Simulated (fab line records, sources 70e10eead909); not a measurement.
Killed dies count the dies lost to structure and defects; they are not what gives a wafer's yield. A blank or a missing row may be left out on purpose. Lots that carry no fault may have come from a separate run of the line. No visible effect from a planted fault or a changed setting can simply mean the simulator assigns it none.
Matching of chambers ; flow nand_harc ; NHARC_A_STAIRCASE_DESCUM_443 on rie_diel-11: 4 sister chambers
The step chemistry O2, time 3 s. 8 wafers are shown with their chamber, then 7 later ones without.

EACH WAFER AND ITS CHAMBER
wafer;chamber;drypump_motor_current_A (A);showerhead_plenum_p_Torr (Torr)
L079.4;3;6.1;1.79
L081.3;3;6.1;1.79
L081.4;0;6.5;1.84
L081.5;2;5.6;1.94
L084.4;2;5.6;1.94
L084.6;1;5.7;1.91
L093.2;0;6.5;1.82
L093.4;1;5.6;1.90

WAFERS WHOSE CHAMBER IS MISSING
wafer;drypump_motor_current_A (A);showerhead_plenum_p_Torr (Torr)
L093.6;6.5;1.83
L095.2;6.1;2.07
L095.4;5.6;1.93
L095.6;6.1;2.07
L097.1;5.7;1.90
L097.4;5.7;1.90
L097.5;5.6;1.92

THE CHAMBER EACH PASSED THROUGH
wafer;from the rows above;in truth
L093.6;0;0
L095.2;2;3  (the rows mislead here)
L095.4;2;2
L095.6;2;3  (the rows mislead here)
L097.1;1;1
L097.4;1;1
L097.5;can't be placed: 1 or 2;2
4 of 7 placed correctly. Cannot be placed on the basis of these rows: 1; the candidates contain the true chamber in 1. Wrongly placed: 2.
How it was worked out, from the rows above alone: a wafer's distance from a chamber is the root of the sum, over the readings, of the square of ((its reading less the chamber's mean) divided by the reading's scatter). The wafer belongs to the nearest chamber; if the next one is less than 2 further off, it can't be placed. The mean given for a chamber averages the wafers shown for that chamber. How the scatter is found: for the shown wafers, subtract from each reading the mean of its chamber, square and add these, divide the total by (wafers less chambers), then take the root.
